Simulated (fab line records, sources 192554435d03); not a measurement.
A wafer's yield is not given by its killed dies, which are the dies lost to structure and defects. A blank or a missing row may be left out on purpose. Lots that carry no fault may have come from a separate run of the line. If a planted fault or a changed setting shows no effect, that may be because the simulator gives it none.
The tool behind it: which one? + flow n5 finfet + 27 wafers from 9 lots sampled at 5 of the route's 1938 steps

WHAT THE GAUGES SHOWED, per wafer
N5_BEOL_M4_RC_MEAS_101. Usual: DIBL_N 36.3 mV/V, standard deviation 1.2; DIBL_P 36.1 mV/V, standard deviation 1.6; IOFF_N 0.161 nA/um, standard deviation 0.023; IOFF_P 0.209 nA/um, standard deviation 0.027; ION_N 676 uA/um, standard deviation 8.9; ION_P 462 uA/um, standard deviation 5.3; SS_N 71.5 mV/dec, standard deviation 0.51; SS_P 73.2 mV/dec, standard deviation 0.5; VT_N 249.1 mV, standard deviation 2.5; VT_P -249.9 mV, standard deviation 2.8.
| lot  | measured     | on        | DIBL_N (mV/V)  | DIBL_P (mV/V)  | IOFF_N (nA/um)    | IOFF_P (nA/um)    | ION_N (uA/um) | ION_P (uA/um) | SS_N (mV/dec)  | SS_P (mV/dec)  | VT_N (mV)         | VT_P (mV)            | flag |
|------|--------------|-----------|----------------|----------------|-------------------|-------------------|---------------|---------------|----------------|----------------|-------------------|----------------------|------|
| L906 | day 8 08:17  | prober-01 | 36.1 35.8 37.7 | 35.6 36.2 38.1 | 0.155 0.145 0.185 | 0.203 0.211 0.249 | 683 671 689   | 462 461 471   | 71.5 70.9 71.6 | 72.9 72.7 73.9 | 248.2 248.5 246.0 | -249.9 -250.4 -247.5 |      |
| L908 | day 8 14:11  | prober-02 | 35.7 34.9 34.4 | 34.7 33.4 33.8 | 0.146 0.125 0.125 | 0.190 0.172 0.180 | 672 666 667   | 463 457 464   | 71.5 70.9 71.1 | 72.8 72.9 72.9 | 252.3 252.6 252.0 | -249.1 -253.1 -251.7 |      |
| L913 | day 9 14:19  | prober-02 | 36.9 37.7 36.9 | 34.3 35.4 34.6 | 0.153 0.170 0.166 | 0.203 0.221 0.202 | 670 667 674   | 467 462 459   | 71.5 71.7 71.5 | 73.2 72.8 72.8 | 249.4 247.7 250.3 | -248.5 -248.0 -252.3 |      |
| L914 | day 9 20:49  | prober-01 | 33.8 35.2 34.6 | 34.7 36.6 35.9 | 0.146 0.172 0.155 | 0.179 0.209 0.190 | 678 687 675   | 463 463 458   | 72.2 71.7 71.3 | 72.4 73.4 72.8 | 247.6 244.4 248.9 | -253.7 -249.4 -251.1 |      |
| L917 | day 11 06:47 | prober-02 | 36.9 35.8 36.5 | 36.3 35.2 35.7 | 0.165 0.153 0.152 | 0.255 0.231 0.236 | 678 678 671   | 471 470 467   | 71.0 71.1 71.5 | 72.7 72.7 73.2 | 247.4 244.7 248.8 | -244.3 -244.4 -244.2 |      |
| L918 | day 11 01:43 | prober-02 | 38.5 38.4 36.0 | 37.1 37.0 35.3 | 0.182 0.186 0.138 | 0.229 0.229 0.193 | 678 671 658   | 466 459 455   | 72.4 72.5 71.4 | 73.8 73.3 73.3 | 249.7 249.1 255.3 | -249.3 -247.8 -251.9 |      |
| L920 | day 11 09:02 | prober-02 | 35.0 35.7 34.0 | 35.2 35.9 33.4 | 0.151 0.160 0.135 | 0.197 0.204 0.174 | 676 672 665   | 467 462 457   | 71.9 71.9 71.0 | 72.5 73.4 72.6 | 247.9 250.1 251.5 | -250.9 -250.7 -253.3 |      |
| L921 | day 11 16:43 | prober-01 | 36.9 38.1 38.1 | 35.3 37.1 36.7 | 0.150 0.188 0.179 | 0.187 0.223 0.210 | 673 676 674   | 460 454 464   | 70.5 71.6 71.6 | 72.4 73.1 73.3 | 250.0 248.3 246.3 | -250.0 -248.1 -252.6 |      |
| L926 | day 12 20:45 | prober-02 | 34.3 35.8 36.0 | 35.7 36.9 37.6 | 0.117 0.135 0.138 | 0.192 0.214 0.222 | 663 666 673   | 461 463 467   | 71.9 71.0 71.6 | 72.9 73.7 73.1 | 254.1 254.6 254.9 | -252.3 -249.9 -250.0 |      |

WHAT TOOL EACH LOT RAN ON (gives the tool, then ch and the chambers of the sampled wafers, and finally the start)
| lot  | N5_HKMG_FIN_NWFM_ALD_20            | N5_HKMG_FIN_ETCH_67               | N5_HKMG_FIN_CMP_94           | N5_GATE_CUT_STRIP_59              |
|------|------------------------------------|-----------------------------------|------------------------------|-----------------------------------|
| L906 | ald metal-04 ch 0,1,3, day 4 15:01 | rie diel-01 ch 0,2, day 4 15:29   | cmp-03 ch 0,3, day 4 17:14   | rie diel-03 ch 0,1, day 4 18:01   |
| L908 | ald metal-01 ch 0,1,3, day 5 00:06 | rie diel-05 ch 0,2,3, day 5 00:58 | cmp-03 ch 0,1,2, day 5 02:52 | rie diel-06 ch 0,2, day 5 03:28   |
| L913 | ald metal-01 ch 1,3, day 6 09:17   | rie diel-04 ch 0,1,2, day 6 09:50 | cmp-03 ch 0,1, day 6 11:39   | rie diel-03 ch 0,2, day 6 12:17   |
| L914 | ald metal-04 ch 1,2,3, day 6 11:25 | rie diel-01 ch 1,2,3, day 6 11:51 | cmp-01 ch 0,2,3, day 6 13:43 | rie diel-02 ch 0,2, day 6 14:19   |
| L917 | ald metal-03 ch 1,2,3, day 7 06:44 | rie diel-05 ch 0,1,2, day 7 07:10 | cmp-02 ch 0,3, day 7 08:56   | rie diel-02 ch 1,2,3, day 7 09:36 |
| L918 | ald metal-01 ch 1,3, day 7 14:25   | rie diel-05 ch 1,2, day 7 14:51   | cmp-03 ch 1,2,3, day 7 16:40 | rie diel-02 ch 2,3, day 7 17:17   |
| L920 | ald metal-01 ch 0,1,2, day 8 03:26 | rie diel-05 ch 2,3, day 8 04:10   | cmp-03 ch 1,2,3, day 8 06:01 | rie diel-06 ch 0,1,3, day 8 06:40 |
| L921 | ald metal-03 ch 0,3, day 8 06:41   | rie diel-01 ch 1,2, day 8 07:14   | cmp-01 ch 1,3, day 8 09:14   | rie diel-02 ch 1,3, day 8 09:53   |
| L926 | ald metal-01 ch 0,1, day 9 12:38   | rie diel-05 ch 1,2,3, day 9 13:14 | cmp-01 ch 1,3, day 9 15:05   | rie diel-03 ch 0,2,3, day 9 15:42 |
- N5_HKMG_FIN_NWFM_ALD_20: deposits TiAlC, target thk 2 nm, pulse time 3 s, purge time 2 s.
- N5_HKMG_FIN_ETCH_67: etches SOC in N2/H2, stops on TiN, target depth 388.9 nm.
- N5_HKMG_FIN_CMP_94: polishes, stops on SiNx, t overpolish 4.7 s, target thk 43.299 nm.
- N5_GATE_CUT_STRIP_59: strips in N2/H2, time 20 s.

WHAT THE TOOLS THEMSELVES READ (means of the sampled wafers that have a number; where no wafer has one, the mark that the record gives instead)
N5_HKMG_FIN_NWFM_ALD_20. Usual: heater power w 485 W, standard deviation 44; precursor pulse height rel 0.998, standard deviation 0.02.
| lot  | tool         | heater power w (W) | precursor pulse height rel | flag |
|------|--------------|--------------------|----------------------------|------|
| L906 | ald metal-04 | 510                | 1.013                      |      |
| L908 | ald metal-01 | 472                | 1.000                      |      |
| L913 | ald metal-01 | 496                | 1.001                      |      |
| L914 | ald metal-04 | 471                | 0.982                      |      |
| L917 | ald metal-03 | 497                | 0.995                      |      |
| L918 | ald metal-01 | 498                | 1.014                      |      |
| L920 | ald metal-01 | 470                | 1.000                      |      |
| L921 | ald metal-03 | 524                | 0.990                      |      |
| L926 | ald metal-01 | 449                | 0.996                      |      |

N5_HKMG_FIN_ETCH_67. Usual: drypump motor current A 6.0 A, standard deviation 0.5; oes product au 0.78 a.u., standard deviation 0.074; rf fwd power W 844.2 W, standard deviation 2.7; rf vpp V 241.0 V, standard deviation 1.2; showerhead plenum p Torr 2.56 Torr, standard deviation 0.079; throttle valve pct 17.75 %, standard deviation 0.22.
| lot  | tool        | drypump motor current A (A) | oes product au (a.u.) | rf fwd power W (W) | rf vpp V (V) | showerhead plenum p Torr (Torr) | throttle valve pct (%) | flag |
|------|-------------|-----------------------------|-----------------------|--------------------|--------------|---------------------------------|------------------------|------|
| L906 | rie diel-01 | 5.9                         | 0.84                  | 848.5              | 241.4        | 2.57                            | 17.92                  |      |
| L908 | rie diel-05 | 5.9                         | 0.82                  | 845.8              | 241.5        | 2.57                            | 17.62                  |      |
| L913 | rie diel-04 | 6.0                         | 0.72                  | 842.7              | 240.0        | 2.53                            | 17.78                  |      |
| L914 | rie diel-01 | 6.1                         | 0.77                  | 843.8              | 240.7        | 2.50                            | 17.89                  |      |
| L917 | rie diel-05 | 6.2                         | 0.76                  | 843.8              | 241.4        | 2.54                            | 17.68                  |      |
| L918 | rie diel-05 | 6.4                         | 0.70                  | 842.9              | 241.7        | 2.59                            | 17.80                  |      |
| L920 | rie diel-05 | 5.9                         | 0.77                  | 846.9              | 242.0        | 2.62                            | 17.77                  |      |
| L921 | rie diel-01 | 6.6                         | 0.76                  | 845.5              | 240.3        | 2.53                            | 17.92                  |      |
| L926 | rie diel-05 | 6.1                         | 0.82                  | 845.9              | 241.4        | 2.60                            | 17.66                  |      |

N5_HKMG_FIN_CMP_94. Usual: head pressure psi 4.002 psi, standard deviation 0.0088; motor current A 12.8 A, standard deviation 1.2.
| lot  | tool   | head pressure psi (psi) | motor current A (A) | flag |
|------|--------|-------------------------|---------------------|------|
| L906 | cmp-03 | 4.000                   | 12.5                |      |
| L908 | cmp-03 | 4.000                   | 12.4                |      |
| L913 | cmp-03 | 4.010                   | 12.2                |      |
| L914 | cmp-01 | 4.002                   | 12.1                |      |
| L917 | cmp-02 | 4.000                   | 12.6                |      |
| L918 | cmp-03 | 3.999                   | 12.4                |      |
| L920 | cmp-03 | 3.932                   | 12.8                | OFF  |
| L921 | cmp-01 | 4.006                   | 14.2                |      |
| L926 | cmp-01 | 4.006                   | 14.6                |      |

N5_GATE_CUT_STRIP_59. Usual: drypump motor current A 5.9 A, standard deviation 0.43; oes product au 0.80 a.u., standard deviation 0.096; rf vpp V 45.3 V, standard deviation 0.9; showerhead plenum p Torr 3.41 Torr, standard deviation 0.13; throttle valve pct 12.2 %, standard deviation 0.31.
| lot  | tool        | drypump motor current A (A) | oes product au (a.u.) | rf vpp V (V) | showerhead plenum p Torr (Torr) | throttle valve pct (%) | flag |
|------|-------------|-----------------------------|-----------------------|--------------|---------------------------------|------------------------|------|
| L906 | rie diel-03 | 6.2                         | 0.73                  | 45.3         | 3.46                            | 12.5                   |      |
| L908 | rie diel-06 | 5.7                         | 0.77                  | 45.4         | 3.37                            | 12.3                   |      |
| L913 | rie diel-03 | 6.2                         | 0.89                  | 45.1         | 3.30                            | 12.1                   |      |
| L914 | rie diel-02 | 6.1                         | 0.79                  | 45.7         | 3.34                            | 12.3                   |      |
| L917 | rie diel-02 | 6.0                         | 0.84                  | 44.4         | 3.45                            | 12.1                   |      |
| L918 | rie diel-02 | 6.0                         | 0.82                  | 44.4         | 3.35                            | 12.4                   |      |
| L920 | rie diel-06 | 6.0                         | 0.80                  | 45.7         | 3.43                            | 12.1                   |      |
| L921 | rie diel-02 | 5.8                         | 0.89                  | 46.0         | 3.57                            | 11.9                   |      |
| L926 | rie diel-03 | 5.8                         | 0.85                  | 45.4         | 3.30                            | 12.1                   |      |

THE ANSWER, worked out from the rows above alone
Rule: a lot counts as off when the mean over its wafers that have a number is more than 3 standard deviations away from the usual mean. Also off: a lot with no number at a reading for which 4 or more lots have one. All remaining lots with rows at the step are treated as sound. Order of review: gauges by route order, followed by the tools' own readings, for which a lot's mean as printed above is used. At the first step where some lot is off, the reading lying furthest off is the one used; lots without a number count as furthest.
Off: L920 (N5_HKMG_FIN_CMP_94, head pressure psi).
A tool fits if, at that step or a process step before it, it ran every lot that is off, and no sound lot after the first of them. One fits: cmp-03 at N5_HKMG_FIN_CMP_94. A fault onset in the window from L918 (day 7 16:40, its last sound lot) to L920 (day 8 06:01, its first lot off) fits.
The tool's own readings at N5_HKMG_FIN_CMP_94 bear it out: on the lots that are off they differ by more than 5 times the standard deviation of the sound lots' means. head pressure psi reads 3.932 psi there against 4.003 psi on the sound lots.

WHAT HAD BEEN PUT IN BY THE SIMULATOR
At N5_HKMG_FIN_CMP_94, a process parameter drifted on cmp-03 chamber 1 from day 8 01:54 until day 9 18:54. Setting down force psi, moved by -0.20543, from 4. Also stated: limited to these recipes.
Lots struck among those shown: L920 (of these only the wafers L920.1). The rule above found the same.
